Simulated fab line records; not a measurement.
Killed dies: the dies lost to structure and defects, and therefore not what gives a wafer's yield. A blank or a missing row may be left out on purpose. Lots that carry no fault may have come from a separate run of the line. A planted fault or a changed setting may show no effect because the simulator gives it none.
fab line records | flow n5Finfet
record lots=24 wafers=72 lastDay=17
route steps=1938 shown BEOL_M1@787
lots untouched by any fault: they come from a run of this same line in which no faults occurred
startH: the number of hours between the record's first day and the start of the first shown wafer of the lot | waitH: hours elapsed since this lot's preceding step | " repeats the value in the row above | L1.1+2: a single row standing in for several wafers | - no value present, or no start provided | * or withheld: withheld | < > ~ a bound
route shown NAME@n: NAME is a module with steps in the file, n the number in the route of the first one | usual: average and standard deviation across the fault-free wafers | same: alike in all rows | chamber/n: place in a boat | sites: each site's reading | _std_site: how widely they spread, as a standard deviation | _edge_site: the outer-site mean with the inner-site mean subtracted | radiusMm: for every site, how far away it sits from the centre of the wafer | mask NAME#n: copy n | behind: the last tool/chamber to shape the wafer | hold: cause of the lot's hold/its duration in hours/its outcome | device: the n, p or np transistor that did not switch | end of line: tests of these same wafers at the route's end | for a step that has no rows: nothing shown but its recipe | killed: at the first sort, the dies lost to defects and structure; wafer yield is something else | map: per-die view of a wafer (x killed, . not killed, _ where there is no die)
set.NAME: the setting as run; set.NAME@STEP: as run at that earlier step | model.NAME: the simulator's own value behind a step, which no gauge read
steps of the route over a sample of lots; a table a step, a row a wafer
services: when a tool's chamber went out of use (startH, in hours from the record's first day, below 0 if earlier), for how many hours, and the reason
## steps
# step N5_BEOL_M1_OVL_MEAS_29
# recipe pointsPerWafer=522
# usual V0_OVL=0.0/0.63
# columns lot.wafer tool chamber startH waitH V0_OVL[nm]
L074.1 overlay-02 0 125.48 0.0 0.5
L074.2 " 0 " " -0.2
L074.5 " 0 " " 0.8
L075.1 overlay-01 0 130.21 0.0 0.5
L075.2 " 0 " " 0.2
L075.3 " 0 " " 0.3
L076.1 overlay-02 0 136.49 0.0 1.0
L076.2 " 0 " " 1.0
L076.4 " 0 " " 0.9
L077.2 overlay-01 0 141.59 0.0 -0.2
L077.3 " 0 " " -0.8
L077.5 " 0 " " -0.4
L078.2 overlay-02 0 146.89 0.0 0.3
L078.3 " 0 " " 0.4
L078.6 " 0 " " -0.7
L079.1 overlay-01 0 150.16 0.0 0.0
L079.4 " 0 " " -0.5
L079.6 " 0 " " -0.1
L080.4 overlay-01 0 157.09 0.0 0.8
L080.5 " 0 " " -0.1
L080.6 " 0 " " 1.1
L081.3 overlay-02 0 171.90 0.0 -0.2
L081.4 " 0 " " 0.9
L081.5 " 0 " " 0.3
L082.1 overlay-01 0 171.97 0.0 0.8
L082.2 " 0 " " 0.4
L082.6 " 0 " " 0.4
L083.2 overlay-01 0 173.16 0.0 0.5
L083.4 " 0 " " 0.5
L083.6 " 0 " " 1.0
L084.1 overlay-01 0 183.54 0.0 -0.2
L084.2 " 0 " " -0.4
L084.6 " 0 " " 0.0
L085.1 overlay-02 0 196.33 0.0 -0.2
L085.5 " 0 " " -0.3
L085.6 " 0 " " 0.1
L086.1 overlay-01 0 197.39 0.0 -0.5
L086.2 " 0 " " -2.1
L086.4 " 0 " " -0.8
L087.1 overlay-02 0 199.04 0.0 0.5
L087.5 " 0 " " 1.2
L087.6 " 0 " " 0.1
L089.1 overlay-02 0 211.51 0.0 0.2
L089.3 " 0 " " 0.2
L089.4 " 0 " " -0.2
L088.1 overlay-02 0 215.41 0.0 -1.2
L088.4 " 0 " " -0.2
L088.5 " 0 " " -1.2
L090.3 overlay-01 0 219.77 0.0 -0.4
L090.5 " 0 " " -0.6
L090.6 " 0 " " 0.1
L091.1 overlay-02 0 224.81 0.0 -0.7
L091.4 " 0 " " -0.8
L091.5 " 0 " " -1.0
L092.2 overlay-02 0 233.30 0.0 -1.0
L092.4 " 0 " " -1.8
L092.6 " 0 " " -0.9
L093.1 overlay-01 0 236.44 0.0 0.3
L093.4 " 0 " " -0.1
L093.6 " 0 " " 0.2
L094.1 overlay-02 0 242.86 0.0 -0.5
L094.2 " 0 " " -0.4
L094.6 " 0 " " -0.4
L095.3 overlay-02 0 262.38 0.0 -0.9
L095.5 " 0 " " -0.4
L095.6 " 0 " " 0.2
L097.1 overlay-02 0 262.98 0.0 0.4
L097.2 " 0 " " 0.3
L097.3 " 0 " " 0.0
L096.1 overlay-02 0 263.25 0.0 -0.2
L096.4 " 0 " " 0.1
L096.6 " 0 " " 0.2
# step N5_BEOL_M1_ETCH_70
# recipe chemistry=N2/H2 target=SOC targetDepthA=800 overetchA=160 maskMaterial=SiARC tempC=40 timeS=120 ionEnergyEv=200 pressureMtorr=30 sourceW=840 biasW=150 n2FlowSccm=200 h2FlowSccm=200
# usual drypumpMotorCurrentA=5.50/0.25 h2FlowSccm=200.0/0.51 oesProductAu=0.60/0.066 rfVppV=524.2/2.3 showerheadPlenumPTorr=2.55/0.075 tempC=39.99/0.12 throttleValvePct=17.81/0.27
# columns lot.wafer tool chamber startH waitH drypumpMotorCurrentA h2FlowSccm oesProductAu rfHoursCounterH rfVppV showerheadPlenumPTorr tempC throttleValvePct
L074.1 rieDiel-02 2 129.99 0.0 5.85 199.3 0.66 61 524.2 2.58 39.95 17.27
L074.2 " 1 " " 5.66 199.7 0.65 46 523.2 2.48 39.87 17.73
L074.5 " 0 " " 5.11 200.4 0.53 - 526.7 2.62 39.76 18.00
L075.1 rieDiel-02 2 140.04 0.0 5.82 199.8 0.65 63 525.7 2.58 40.16 17.26
L075.2 " 1 " " 5.66 200.0 0.65 49 522.3 2.48 40.02 17.74
L075.3 " 3 " " 5.33 200.3 0.60 143 519.4 2.44 40.02 17.80
L076.1 rieDiel-01 3 140.23 0.0 5.15 200.1 0.66 42 524.4 2.58 39.96 17.81
L076.2 " 0 " " 5.42 200.4 0.59 140 521.3 2.44 39.93 17.83
L076.4 " 2 " " 5.74 199.8 0.53 221 526.3 2.61 39.98 18.18
L077.2 rieDiel-06 0 144.96 0.0 5.81 200.0 0.54 216 521.9 2.52 40.24 18.03
L077.3 " 2 " " 5.40 199.4 0.57 169 527.5 2.65 39.83 17.80
L077.5 " 1 " " 5.29 199.4 0.54 - 523.7 2.52 39.96 17.93
L078.2 rieDiel-06 0 148.21 0.0 5.78 200.2 0.55 217 522.9 2.52 40.17 18.02
L078.3 " 2 " " 5.38 200.3 0.56 170 526.5 2.65 40.21 17.79
L078.6 " 1 " " 5.31 199.6 0.54 - 523.4 2.52 39.92 17.94
L079.1 rieDiel-01 3 151.36 0.0 5.14 200.3 0.67 44 525.8 2.58 40.07 17.80
L079.4 " 2 " " 5.78 199.7 0.52 224 525.4 2.61 40.09 18.17
L079.6 " 3 " " 5.17 200.3 0.66 - 524.3 2.58 40.00 17.82
L080.4 rieDiel-06 0 160.66 0.0 5.78 200.3 0.54 221 523.9 2.52 39.79 18.03
L080.5 " 3 " " 5.90 200.1 0.67 - 528.0 2.68 40.03 17.33
L080.6 " 0 " " 5.83 200.4 0.54 - 523.7 2.52 39.83 18.04
L081.3 rieDiel-01 0 172.39 0.0 5.43 199.0 0.59 151 523.1 2.43 39.87 17.85
L081.4 " 3 " " 5.15 199.8 0.66 - 525.0 2.57 39.81 17.84
L081.5 " 2 " " 5.73 200.5 0.52 - 527.2 2.60 40.00 18.19
L082.1 rieDiel-01 0 172.87 0.0 5.41 200.3 0.59 151 519.6 2.43 40.01 17.88
L082.2 " 2 " " 5.74 199.1 0.54 231 527.2 2.60 40.11 18.20
L082.6 " 2 " " 5.73 199.2 0.53 - 525.3 2.60 39.93 18.19
L083.2 rieDiel-01 3 178.90 0.0 5.17 199.5 0.66 54 524.3 2.57 39.92 17.82
L083.4 " 3 " " 5.16 200.0 0.65 - 524.7 2.57 39.90 17.82
L083.6 " 0 " " 5.41 200.7 0.59 - 519.3 2.43 40.02 17.84
L084.1 rieDiel-01 2 184.53 0.0 5.77 198.7 0.52 234 525.5 2.60 40.01 18.19
L084.2 " 0 " " 5.41 200.5 0.58 154 517.9 2.43 40.22 17.86
L084.6 " 1 " " 5.49 199.6 0.77 - 524.9 2.61 39.94 17.30
L085.1 rieDiel-02 2 197.46 0.0 5.84 199.7 0.63 83 524.1 2.58 39.85 17.30
L085.5 " 1 " " 5.65 199.9 0.64 - 523.2 2.48 40.23 17.78
L085.6 " 0 " " 5.14 200.7 0.53 - 525.1 2.61 39.77 18.03
L086.1 rieDiel-02 2 198.12 0.0 5.88 199.6 0.64 83 524.7 2.58 40.00 17.29
L086.2 " 1 " " 5.69 199.8 0.63 68 521.5 2.47 40.03 17.77
L086.4 " 0 " " 5.12 199.3 0.52 240 525.9 2.61 39.97 18.06
L087.1 rieDiel-06 0 206.45 0.0 5.79 199.1 0.53 236 523.0 2.51 40.04 18.05
L087.5 " 1 " " 5.28 200.1 0.52 - 522.8 2.51 40.06 17.99
L087.6 " 2 " " 5.42 200.3 0.55 - 526.4 2.65 39.96 17.81
L089.1 rieDiel-02 3 212.20 0.0 5.34 200.4 0.58 166 520.5 2.43 40.00 17.83
L089.3 " 1 " " 5.67 200.1 0.63 72 522.6 2.47 39.96 17.78
L089.4 " 0 " " 5.10 200.4 0.52 244 524.6 2.61 39.87 18.06
L088.1 rieDiel-01 0 220.08 0.0 5.44 200.1 0.58 165 520.7 2.43 40.06 17.86
L088.4 " 3 " " 5.14 199.2 0.64 67 525.5 2.57 40.02 17.87
L088.5 " 3 " " 5.13 198.8 0.65 - 524.8 2.57 39.87 17.86
L090.3 rieDiel-06 2 223.08 0.0 5.44 200.3 0.55 192 525.5 2.64 39.93 17.84
L090.5 " 3 " " 5.91 199.6 0.64 - 527.6 2.68 39.95 17.35
L090.6 " 0 " " 5.76 200.1 0.53 - 523.8 2.51 40.03 18.07
L091.1 rieDiel-01 2 228.13 0.0 5.76 199.5 0.52 247 525.6 2.60 39.94 18.22
L091.4 " 0 " " 5.42 199.7 0.58 167 521.4 2.43 39.89 17.87
L091.5 " 2 " " 5.76 199.4 0.51 - 525.1 2.60 39.85 18.22
L092.2 rieDiel-01 0 234.21 0.0 5.42 200.2 0.58 169 520.8 2.43 39.92 17.89
L092.4 " 3 " " 5.15 199.9 0.64 71 523.8 2.57 40.00 17.85
L092.6 " 0 " " 5.42 200.0 0.58 - 522.1 2.43 39.93 17.90
L093.1 rieDiel-01 0 241.38 0.0 5.44 199.8 0.57 171 520.4 2.43 40.02 17.91
L093.4 " 2 " " 5.74 199.9 0.52 250 524.9 2.60 40.15 18.22
L093.6 " 0 " " 5.45 200.2 0.58 - 521.3 2.43 40.00 17.89
L094.1 rieDiel-06 2 260.41 0.0 5.45 199.7 0.55 201 524.6 2.64 39.98 17.84
L094.2 " 3 " " 5.91 200.9 0.63 90 526.7 2.67 40.14 17.37
L094.6 " 2 " " 5.46 199.7 0.55 - 525.7 2.64 40.07 17.85
L095.3 rieDiel-01 1 266.60 0.0 5.45 200.7 0.70 28 524.6 2.60 40.04 17.35
L095.5 " 2 " " 5.79 200.2 0.74 - 526.8 2.59 39.85 17.79
L095.6 " 3 " " 5.17 200.0 0.63 - 525.7 2.56 40.21 17.86
L097.1 rieDiel-02 0 266.83 0.0 5.12 199.6 0.73 5 526.4 2.60 40.34 17.60
L097.2 " 3 " " 5.35 199.1 0.57 181 520.8 2.42 40.01 17.87
L097.3 " 1 " " 5.65 200.0 0.62 86 522.2 2.47 40.01 17.80
L096.1 rieDiel-01 0 271.27 0.0 5.42 200.3 0.57 181 521.0 2.42 40.07 17.92
L096.4 " 3 " " 5.17 200.1 0.63 83 523.2 2.56 40.05 17.85
L096.6 " 1 " " 5.50 199.6 0.71 - 525.7 2.60 40.07 17.34
# step N5_BEOL_M1_OCD_MEAS_38
# usual trenchDepthNm=54.8/0.9
# columns lot.wafer tool chamber startH waitH trenchDepthNm
L074.1 ocd-01 - 130.35 - 55.7
L074.2 " - " " 57.2
L074.5 " - " " 54.8
L075.1 ocd-01 - 140.40 - 55.6
L075.2 " - " " 56.2
L075.3 " - " " 55.0
L076.1 ocd-01 - 140.58 - 53.5
L076.2 " - " " 54.5
L076.4 " - " " 53.6
L077.2 ocd-01 - 145.32 - 54.7
L077.3 " - " " 56.0
L077.5 " - " " 54.7
L078.2 ocd-01 - 148.57 - 54.4
L078.3 " - " " 56.1
L078.6 " - " " 55.2
L079.1 ocd-01 - 151.71 - 54.4
L079.4 " - " " 54.9
L079.6 " - " " 54.5
L080.4 ocd-01 - 161.03 - 55.3
L080.5 " - " " 55.7
L080.6 " - " " 54.3
L081.3 ocd-02 - 172.75 - 54.4
L081.4 " - " " 53.3
L081.5 " - " " 54.3
L082.1 ocd-01 - 173.22 - 55.2
L082.2 " - " " 54.3
L082.6 " - " " 54.5
L083.2 ocd-02 - 179.26 - 54.2
L083.4 " - " " 53.9
L083.6 " - " " 54.2
L084.1 ocd-01 - 184.89 - 53.4
L084.2 " - " " 54.5
L084.6 " - " " 55.8
L085.1 ocd-01 - 197.82 - 55.4
L085.5 " - " " 56.3
L085.6 " - " " 54.7
L086.1 ocd-02 - 198.48 - 54.2
L086.2 " - " " 54.6
L086.4 " - " " 53.8
L087.1 ocd-02 - 206.80 - 54.0
L087.5 " - " " 55.1
L087.6 " - " " 55.0
L089.1 ocd-02 - 212.56 - 54.0
L089.3 " - " " 55.4
L089.4 " - " " 53.4
L088.1 ocd-02 - 220.44 - 54.5
L088.4 " - " " 53.9
L088.5 " - " " 54.3
L090.3 ocd-01 - 223.44 - 56.0
L090.5 " - " " 56.0
L090.6 " - " " 54.4
L091.1 ocd-01 - 228.49 - 54.1
L091.4 " - " " 55.0
L091.5 " - " " 54.0
L092.2 ocd-02 - 234.56 - 54.0
L092.4 " - " " 54.5
L092.6 " - " " 54.4
L093.1 ocd-01 - 241.73 - 53.9
L093.4 " - " " 54.0
L093.6 " - " " 54.6
L094.1 ocd-02 - 260.77 - 55.4
L094.2 " - " " 55.6
L094.6 " - " " 55.6
L095.3 ocd-01 - 266.96 - 55.8
L095.5 " - " " 55.8
L095.6 " - " " 53.5
L097.1 ocd-02 - 267.19 - 56.6
L097.2 " - " " 53.9
L097.3 " - " " 55.7
L096.1 ocd-02 - 271.63 - 55.0
L096.4 " - " " 53.2
L096.6 " - " " 56.2
# step N5_BEOL_M1_ANNEAL_87
# recipe tempC=400 timeS=240 ambient=vacuum
# usual heaterPowerW=828/62
# columns lot.wafer tool chamber startH waitH heaterPowerW
L074.1 pvdSputter-01 - 132.44 0.0 880
L074.2 " - " " 796
L074.5 " - " " 866
L075.1 pvdSputter-03 - 142.45 0.0 773
L075.2 " - " " 971
L075.3 " - " " 872
L076.1 pvdSputter-03 - 144.29 0.0 924
L076.2 " - " " 923
L076.4 " - " " 773
L077.2 pvdSputter-01 - 147.07 0.0 822
L077.3 " - " " 881
L077.5 " - " " 781
L078.2 pvdSputter-03 - 151.25 0.0 931
L078.3 " - " " 956
L078.6 " - " " 958
L079.1 pvdSputter-01 - 153.85 0.0 801
L079.4 " - " " 898
L079.6 " - " " 811
L080.4 pvdSputter-02 - 163.63 0.0 737
L080.5 " - " " 754
L080.6 " - " " 791
L081.3 pvdSputter-02 - 175.00 0.0 782
L081.4 " - " " 759
L081.5 " - " " 893
L082.1 pvdSputter-01 - 177.13 0.0 774
L082.2 " - " " 816
L082.6 " - " " 803
L083.2 pvdSputter-01 - 181.55 0.0 790
L083.4 " - " " 898
L083.6 " - " " 769
L084.1 pvdSputter-02 - 186.70 0.0 773
L084.2 " - " " 775
L084.6 " - " " 760
L085.1 pvdSputter-02 - 199.83 0.0 761
L085.5 " - " " 761
L085.6 " - " " 764
L086.1 pvdSputter-01 - 202.30 0.0 893
L086.2 " - " " 779
L086.4 " - " " 813
L087.1 pvdSputter-01 - 208.58 0.0 882
L087.5 " - " " 880
L087.6 " - " " 819
L089.1 pvdSputter-03 - 214.56 0.0 856
L089.3 " - " " 752
L089.4 " - " " 938
L088.1 pvdSputter-03 - 222.15 0.0 937
L088.4 " - " " 915
L088.5 " - " " 955
L090.3 pvdSputter-02 - 225.08 0.0 755
L090.5 " - " " 868
L090.6 " - " " 772
L091.1 pvdSputter-03 - 230.52 0.0 877
L091.4 " - " " 956
L091.5 " - " " 888
L092.2 pvdSputter-01 - 236.39 0.0 788
L092.4 " - " " 810
L092.6 " - " " 800
L093.1 pvdSputter-02 - 243.79 0.0 767
L093.4 " - " " 877
L093.6 " - " " 736
L094.1 pvdSputter-01 - 262.71 0.0 895
L094.2 " - " " 846
L094.6 " - " " 886
L097.1 pvdSputter-01 - 270.25 0.0 882
L097.2 " - " " 788
L097.3 " - " " 777
L095.3 pvdSputter-02 - 270.25 0.0 771
L095.5 " - " " 762
L095.6 " - " " 872
L096.1 pvdSputter-02 - 273.29 0.0 905
L096.4 " - " " 762
L096.6 " - " " 762
# step N5_BEOL_M1_ANNEAL_93
# recipe tempC=400 timeS=240 ambient=vacuum
# usual heaterPowerW=827/63
# columns lot.wafer tool chamber startH waitH heaterPowerW
L074.1 pvdSputter-01 - 133.10 0.0 876
L074.2 " - " " 812
L074.5 " - " " 895
L075.1 pvdSputter-03 - 143.11 0.0 786
L075.2 " - " " 931
L075.3 " - " " 879
L076.1 pvdSputter-03 - 144.95 0.0 975
L076.2 " - " " 906
L076.4 " - " " 770
L077.2 pvdSputter-01 - 147.73 0.0 831
L077.3 " - " " 901
L077.5 " - " " 790
L078.2 pvdSputter-03 - 151.91 0.0 917
L078.3 " - " " 944
L078.6 " - " " 964
L079.1 pvdSputter-01 - 154.51 0.0 815
L079.4 " - " " 890
L079.6 " - " " 813
L080.4 pvdSputter-02 - 164.29 0.0 756
L080.5 " - " " 758
L080.6 " - " " 769
L081.3 pvdSputter-02 - 175.66 0.0 774
L081.4 " - " " 753
L081.5 " - " " 882
L082.1 pvdSputter-01 - 177.79 0.0 797
L082.2 " - " " 797
L082.6 " - " " 804
L083.2 pvdSputter-01 - 182.21 0.0 764
L083.4 " - " " 888
L083.6 " - " " 751
L084.1 pvdSputter-02 - 187.36 0.0 771
L084.2 " - " " 748
L084.6 " - " " 760
L085.1 pvdSputter-02 - 200.49 0.0 764
L085.5 " - " " 770
L085.6 " - " " 767
L086.1 pvdSputter-01 - 202.96 0.0 880
L086.2 " - " " 777
L086.4 " - " " 833
L087.1 pvdSputter-01 - 209.24 0.0 868
L087.5 " - " " 870
L087.6 " - " " 823
L089.1 pvdSputter-03 - 215.22 0.0 883
L089.3 " - " " 767
L089.4 " - " " 933
L088.1 pvdSputter-03 - 222.81 0.0 942
L088.4 " - " " 926
L088.5 " - " " 950
L090.3 pvdSputter-02 - 225.74 0.0 747
L090.5 " - " " 885
L090.6 " - " " 752
L091.1 pvdSputter-03 - 231.18 0.0 856
L091.4 " - " " 939
L091.5 " - " " 873
L092.2 pvdSputter-01 - 237.05 0.0 766
L092.4 " - " " 821
L092.6 " - " " 814
L093.1 pvdSputter-02 - 244.45 0.0 761
L093.4 " - " " 897
L093.6 " - " " 771
L094.1 pvdSputter-01 - 263.37 0.0 905
L094.2 " - " " 802
L094.6 " - " " 886
L097.1 pvdSputter-01 - 270.91 0.0 884
L097.2 " - " " 796
L097.3 " - " " 778
L095.3 pvdSputter-02 - 270.91 0.0 768
L095.5 " - " " 766
L095.6 " - " " 863
L096.1 pvdSputter-02 - 273.95 0.0 883
L096.4 " - " " 765
L096.6 " - " " 766
# step N5_BEOL_M1_INSPECT_59
# recipe inspectInstrument=darkfield mode=postDep
# usual rawDefectCount=66/24
# columns lot.wafer tool chamber startH waitH rawDefectCount
L074.1 defectInspect-01 - 134.53 0.0 26
L074.2 " - " " 51
L074.5 " - " " 42
L075.1 defectInspect-01 - 144.54 0.0 81
L075.2 " - " " 60
L075.3 " - " " 87
L076.1 defectInspect-02 - 146.53 0.0 80
L076.2 " - " " 80
L076.4 " - " " 59
L077.2 defectInspect-02 - 149.18 0.0 66
L077.3 " - " " 50
L077.5 " - " " 36
L078.2 defectInspect-02 - 153.37 0.0 56
L078.3 " - " " 47
L078.6 " - " " 64
L079.1 defectInspect-01 - 156.00 0.0 146
L079.4 " - " " 92
L079.6 " - " " 113
L080.4 defectInspect-02 - 166.00 0.0 43
L080.5 " - " " 85
L080.6 " - " " 102
L081.3 defectInspect-02 - 177.14 0.0 91
L081.4 " - " " 58
L081.5 " - " " 60
L082.1 defectInspect-02 - 179.22 0.0 33
L082.2 " - " " 44
L082.6 " - " " 47
L083.2 defectInspect-01 - 183.64 0.0 64
L083.4 " - " " 60
L083.6 " - " " 79
L084.1 defectInspect-02 - 188.79 0.0 53
L084.2 " - " " 72
L084.6 " - " " 71
L085.1 defectInspect-02 - 201.95 0.0 61
L085.5 " - " " 51
L085.6 " - " " 69
L086.1 defectInspect-02 - 204.41 0.0 44
L086.2 " - " " 84
L086.4 " - " " 41
L087.1 defectInspect-01 - 210.92 0.0 79
L087.5 " - " " 68
L087.6 " - " " 49
L089.1 defectInspect-02 - 216.66 0.0 48
L089.3 " - " " 105
L089.4 " - " " 108
L088.1 defectInspect-01 - 224.31 0.0 49
L088.4 " - " " 61
L088.5 " - " " 50
L090.3 defectInspect-01 - 227.18 0.0 69
L090.5 " - " " 68
L090.6 " - " " 78
L091.1 defectInspect-02 - 233.34 0.0 76
L091.4 " - " " 71
L091.5 " - " " 78
L092.2 defectInspect-02 - 238.49 0.0 57
L092.4 " - " " 57
L092.6 " - " " 63
L093.1 defectInspect-02 - 245.90 0.0 46
L093.4 " - " " 36
L093.6 " - " " 35
L094.1 defectInspect-02 - 264.82 0.0 65
L094.2 " - " " 85
L094.6 " - " " 61
L097.1 defectInspect-02 - 272.35 0.0 50
L097.2 " - " " 49
L097.3 " - " " 58
L095.3 defectInspect-02 - 272.37 0.0 89
L095.5 " - " " 83
L095.6 " - " " 88
L096.1 defectInspect-02 - 275.46 0.0 68
L096.4 " - " " 59
L096.6 " - " " 60
## services
# columns tool chamber startH hours kind
rieDiel-06 2 125.43 12.1 repair
pvdSputter-02 - 126.57 5.3 repair
rieDiel-02 3 142.67 1.8 repair
rieDiel-01 2 164.28 2.8 repair
rieDiel-01 1 168.11 - clean
rieDiel-01 1 168.11 - consumableReplace:focusRing
rieDiel-01 1 168.11 13.9 scheduledDown
rieDiel-01 1 168.11 13.9 ventCycle
rieDiel-02 0 233.89 - clean
rieDiel-02 0 233.89 - consumableReplace:focusRing
rieDiel-02 0 233.89 14.9 scheduledDown
rieDiel-02 0 233.89 14.9 ventCycle
pvdSputter-03 - 235.09 39.9 repair
rieDiel-01 2 235.33 5.0 repair
rieDiel-01 2 242.52 - clean
rieDiel-01 2 242.52 - consumableReplace:focusRing
rieDiel-01 2 242.52 17.4 scheduledDown
rieDiel-01 2 242.52 17.4 ventCycle
rieDiel-02 1 243.32 8.0 repair
rieDiel-06 0 260.74 - clean
rieDiel-06 0 260.74 - consumableReplace:focusRing
rieDiel-06 0 260.74 22.9 scheduledDown
rieDiel-06 0 260.74 22.9 ventCycle
## key
fault none
